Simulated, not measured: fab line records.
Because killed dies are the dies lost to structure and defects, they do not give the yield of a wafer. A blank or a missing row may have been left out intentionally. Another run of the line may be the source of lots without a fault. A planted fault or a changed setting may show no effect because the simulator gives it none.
fab line records	flow n5-finfet
record: lots: 11	wafers: 32	last-day: 19
route steps=1938 shown BEOL_M11@1588 BEOL_M12@1616
lots with no fault: from the same line, run without faults
start-h: start of the lot's first displayed wafer, in hours after the record's first day	wait-h: hours since the lot's step before	" repeats the value in the row above	L1.1+2: a row that stands for several wafers	- no value present, or no start provided	* or withheld: withheld	< > ~ a bound
route shown NAME@n: NAME is a module with steps in the file, n the number in the route of the first one	usual: average and standard deviation across the fault-free wafers	same: alike in all rows	chamber/n: place in a boat	sites: each site's reading	_std_site: how widely they spread, as a standard deviation	_edge_site: the outer-site mean with the inner-site mean subtracted	radius-mm: how far each site lies from the wafer's centre	mask NAME#n: copy n	behind: the most recent tool/chamber to have shaped the wafer	hold: why the lot went on hold/how many hours it stayed there/how the hold came to an end	device: which transistor (n, p or np) failed to switch	end of line: tests run on the same wafers once the route is complete	a step with no rows: only its recipe	killed: dies that structure and defects cost at the first sort, which is not the same as the wafer's yield	map: a wafer's dies, marking killed ones x, the rest . and places with no die _
set.NAME: the run value of the setting; set.NAME@STEP: its run value at that earlier step	model.NAME: the simulator's own value behind a step, which no gauge read
one table for each step of the route and one row for each wafer, over a sample of lots
services: when a tool's chamber went out of use (start-h, in hours from the record's first day, below 0 if earlier), for how many hours, and the reason
== steps ==
step: N5_BEOL_M11_DEGAS_44
recipe: ambient: vacuum	temp-c: 250	time-s: 60
usual: heater-power-w: 337/33
lot.wafer	tool	chamber	start-h	wait-h	heater-power-w
L502.2	pvd-sputter-03	-	264.71	0.4	365
L502.4	"	-	"	"	290
L502.5	"	-	"	"	371
L507.1	pvd-sputter-03	-	287.36	0.5	374
L507.3	"	-	"	"	367
L507.6	"	-	"	"	319
L509.3	pvd-sputter-02	-	311.56	0.6	345
L509.5	"	-	"	"	356
L509.6	"	-	"	"	311
L510.2	pvd-sputter-03	-	321.67	0.4	296
L510.4	"	-	"	"	317
L512.4	pvd-sputter-03	-	322.03	0.4	378
L512.5	"	-	"	"	321
L512.6	"	-	"	"	369
L511.1	pvd-sputter-03	-	330.78	0.5	290
L511.4	"	-	"	"	320
L511.5	"	-	"	"	379
L520.3	pvd-sputter-01	-	365.36	0.5	280
L520.4	"	-	"	"	336
L520.6	"	-	"	"	323
L521.1	pvd-sputter-01	-	393.80	0.3	356
L521.2	"	-	"	"	281
L521.5	"	-	"	"	289
L523.2	pvd-sputter-01	-	400.26	1.9	334
L523.3	"	-	"	"	323
L523.6	"	-	"	"	340
L522.1	pvd-sputter-03	-	400.85	0.3	372
L522.4	"	-	"	"	287
L522.5	"	-	"	"	383
L524.3	pvd-sputter-02	-	404.86	1.2	361
L524.4	"	-	"	"	404
L524.5	"	-	"	"	342
step: N5_BEOL_M11_PRE_CLEAN_45
recipe: gas: H2/He	time-s: 30	temp-c: 250
usual: heater-power-w: 338/33
lot.wafer	tool	chamber	start-h	wait-h	heater-power-w
L502.2	pvd-sputter-03	-	264.75	0.0	378
L502.4	"	-	"	"	295
L502.5	"	-	"	"	371
L507.1	pvd-sputter-03	-	287.40	0.0	371
L507.3	"	-	"	"	380
L507.6	"	-	"	"	321
L509.3	pvd-sputter-02	-	311.60	0.0	335
L509.5	"	-	"	"	352
L509.6	"	-	"	"	314
L510.2	pvd-sputter-03	-	321.71	0.0	282
L510.4	"	-	"	"	323
L512.4	pvd-sputter-03	-	322.07	0.0	375
L512.5	"	-	"	"	320
L512.6	"	-	"	"	375
L511.1	pvd-sputter-03	-	330.82	0.0	293
L511.4	"	-	"	"	312
L511.5	"	-	"	"	381
L520.3	pvd-sputter-01	-	365.40	0.0	290
L520.4	"	-	"	"	329
L520.6	"	-	"	"	335
L521.1	pvd-sputter-01	-	393.84	0.0	350
L521.2	"	-	"	"	288
L521.5	"	-	"	"	295
L523.2	pvd-sputter-01	-	400.30	0.0	344
L523.3	"	-	"	"	333
L523.6	"	-	"	"	343
L522.1	pvd-sputter-03	-	400.89	0.0	381
L522.4	"	-	"	"	284
L522.5	"	-	"	"	366
L524.3	pvd-sputter-02	-	404.90	0.0	368
L524.4	"	-	"	"	389
L524.5	"	-	"	"	352
step: N5_BEOL_M11_ANNEAL_51
recipe: temp-c: 225	time-s: 90	ambient: N2
usual: wafer_temp_C_max: 225.87/0.28
lot.wafer	tool	chamber	start-h	wait-h	wafer_temp_C_max
L502.2	rtp-anneal-02	0	265.87	0.1	225.85
L502.4	"	0	"	"	225.47
L502.5	"	0	"	"	225.72
L507.1	rtp-anneal-01	0	288.84	0.1	225.74
L507.3	"	0	"	"	225.82
L507.6	"	0	"	"	225.98
L509.3	rtp-anneal-02	0	316.97	3.8	226.31
L509.5	"	0	"	"	226.51
L509.6	"	0	"	"	226.17
L510.2	rtp-anneal-01	0	322.61	0.1	225.60
L510.4	"	0	"	"	225.50
L512.4	rtp-anneal-01	0	323.05	0.2	225.72
L512.5	"	0	"	"	226.14
L512.6	"	0	"	"	225.75
L511.1	rtp-anneal-01	0	331.96	0.1	225.58
L511.4	"	0	"	"	225.93
L511.5	"	0	"	"	225.56
L520.3	rtp-anneal-01	0	366.39	0.2	225.76
L520.4	"	0	"	"	225.89
L520.6	"	0	"	"	225.64
L521.1	rtp-anneal-01	0	396.10	1.5	225.53
L521.2	"	0	"	"	225.48
L521.5	"	0	"	"	225.45
L523.2	rtp-anneal-01	0	401.20	0.1	225.84
L523.3	"	0	"	"	226.24
L523.6	"	0	"	"	225.90
L522.1	rtp-anneal-02	0	401.93	0.2	226.10
L522.4	"	0	"	"	225.74
L522.5	"	0	"	"	226.38
L524.3	rtp-anneal-01	0	405.91	0.1	225.59
L524.4	"	0	"	"	225.57
L524.5	"	0	"	"	225.60
step: N5_BEOL_M12_ETCH_59
recipe: chemistry: N2/H2	target: BARC	target-depth-a: 890	overetch-a: 267	time-s: 67.9	ion-energy-ev: 200	pressure-mtorr: 30	source-w: 840	bias-w: 150	n2-flow-sccm: 200	h2-flow-sccm: 200
usual: bias-w: 150.0/0.44	chamber-pressure-mTorr: 30.000/0.026	drypump-motor-current-A: 5.7/0.41	oes-product-au: 0.69/0.086	rf-fwd-power-W: 834.0/3	rf-vpp-V: 524.5/2.9	showerhead-plenum-p-Torr: 2.57/0.095	throttle-valve-pct: 17.86/0.28
lot.wafer	tool	chamber	start-h	wait-h	bias-w	chamber-pressure-mTorr	drypump-motor-current-A	oes-product-au	rf-fwd-power-W	rf-hours-counter-h	rf-vpp-V	showerhead-plenum-p-Torr	throttle-valve-pct
L502.2	rie-diel-04	2	267.17	0.0	149.9	29.968	6.0	0.61	833.7	219	520.6	2.42	17.98
L502.4	"	3	"	"	150.7	30.017	5.8	0.58	835.4	242	523.4	2.63	18.38
L502.5	"	0	"	"	150.4	30.013	5.6	0.66	831.2	-	521.2	2.43	17.40
L507.1	rie-diel-05	0	290.18	0.0	149.0	30.004	5.6	0.58	836.2	245	521.7	2.52	18.38
L507.3	"	3	"	"	150.0	30.034	6.1	0.62	833.0	204	524.4	2.51	17.95
L507.6	"	2	"	"	150.6	30.012	5.5	0.60	830.5	-	525.4	2.63	17.97
L509.3	rie-diel-02	0	318.34	0.0	149.2	29.987	5.8	0.75	834.5	29	528.4	2.69	17.49
L509.5	"	0	"	"	150.0	29.983	5.8	0.76	834.2	-	527.9	2.69	17.50
L509.6	"	2	"	"	149.5	29.955	6.4	0.67	829.5	-	527.8	2.67	17.91
L510.2	rie-diel-05	2	324.13	0.0	134.2	29.999	5.5	0.60	830.6	250	491.5	2.62	17.98
L510.4	"	1	"	"	134.8	29.990	6.5	0.76	834.9	25	494.4	2.69	17.77
L512.4	rie-diel-05	0	324.40	0.0	135.4	30.002	5.6	0.87	837.5	0	487.0	2.52	17.94
L512.5	"	3	"	"	135.1	29.998	6.1	0.61	830.8	-	490.1	2.50	17.97
L512.6	"	2	"	"	134.6	30.008	5.5	0.59	834.8	-	490.0	2.62	17.98
L511.1	rie-diel-02	3	335.16	0.0	151.1	30.004	4.9	0.79	835.6	16	523.9	2.51	17.63
L511.4	"	3	"	"	150.1	29.977	4.9	0.79	833.7	-	523.2	2.51	17.65
L511.5	"	0	"	"	150.3	29.995	5.7	0.74	833.2	-	528.1	2.68	17.49
L520.3	rie-diel-04	1	367.79	0.0	150.3	30.007	5.3	0.77	837.1	17	524.4	2.61	17.99
L520.4	"	0	"	"	149.9	30.032	5.6	0.63	830.3	-	519.4	2.42	17.49
L520.6	"	1	"	"	150.4	30.030	5.3	0.78	833.7	-	524.1	2.61	17.99
L521.1	rie-diel-04	0	397.63	0.0	150.4	29.981	5.6	0.63	832.5	160	519.8	2.41	17.51
L521.2	"	1	"	"	149.9	30.025	5.3	0.76	829.6	28	525.2	2.60	18.01
L521.5	"	2	"	"	150.1	30.015	6.0	0.81	829.5	-	527.4	2.73	17.56
L523.2	rie-diel-04	0	402.54	0.0	149.6	30.000	5.6	0.63	830.6	162	519.1	2.41	17.52
L523.3	"	2	"	"	150.0	29.956	6.1	0.80	829.4	11	528.9	2.73	17.58
L523.6	"	3	"	"	149.6	29.996	5.7	0.76	833.6	-	525.2	2.61	18.15
L522.1	rie-diel-05	0	403.40	0.0	149.7	29.988	5.6	0.79	834.7	25	521.3	2.51	17.98
L522.4	"	3	"	"	149.6	30.015	6.1	0.60	835.5	246	522.6	2.49	18.00
L522.5	"	3	"	"	149.9	29.994	6.1	0.59	832.2	-	522.5	2.49	18.03
L524.3	rie-diel-05	3	407.29	0.0	150.2	30.009	6.1	0.59	829.8	248	522.6	2.49	18.05
L524.4	"	0	"	"	149.7	30.060	5.6	0.78	835.4	26	522.7	2.51	17.99
L524.5	"	0	"	"	150.1	29.993	5.5	0.78	842.1	-	521.3	2.51	17.98
== services ==
tool	chamber	start-h	hours	kind
rie-diel-04	-	241.54	0.5	repair
rie-diel-02	-	268.92	2.8	pm
pvd-sputter-01	-	272.01	0.5	repair
rie-diel-05	2	293.30	10.5	repair
rtp-anneal-02	-	294.48	22.1	pm
rie-diel-05	-	300.33	0.8	repair
rie-diel-02	0	304.01	13.7	repair
rie-diel-05	0	304.85	-	clean
rie-diel-05	0	304.85	-	consumable-replace:focus-ring
rie-diel-05	0	304.85	18.9	scheduled-down
rie-diel-05	0	304.85	18.9	vent-cycle
rie-diel-05	2	324.63	-	clean
rie-diel-05	2	324.63	-	consumable-replace:focus-ring
rie-diel-05	2	324.63	16.0	scheduled-down
rie-diel-05	2	324.63	16.0	vent-cycle
rie-diel-04	-	328.22	20.3	repair
rie-diel-02	2	329.23	17.8	repair
rie-diel-05	-	333.67	14.6	pm
rie-diel-05	0	359.71	4.8	repair
rie-diel-04	3	360.47	4.1	repair
pvd-sputter-02	-	375.57	6.0	repair
rie-diel-02	1	377.18	19.5	repair
pvd-sputter-03	-	378.12	2.5	repair
rie-diel-04	1	399.45	5.4	repair
== key ==
first-sign: step: N5_BEOL_M12_ETCH_59	reading: bias-w	direction: down	sigmas: 34	usual: *	struck: *
effect: step: N5_BEOL_M12_ETCH_59	reading: rf-vpp-V	direction: down	sigmas: 12	usual: 524.5	struck: 490.6
met-at N5_BEOL_M12_ETCH_59
struck-lots L510,L512
not-acting-at N5_BEOL_M11_DEGAS_44,N5_BEOL_M11_PRE_CLEAN_45,N5_BEOL_M11_ANNEAL_51
onset-between 290.18 324.13
fault: kind: process-parameter-drift	tool: rie-diel-05	chamber: -	onset-h: 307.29	steps: N5_BEOL_M12_ETCH_59	channel: bias-w	offset: *	shape: step	end-h: 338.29	acts-in: *	stated: *
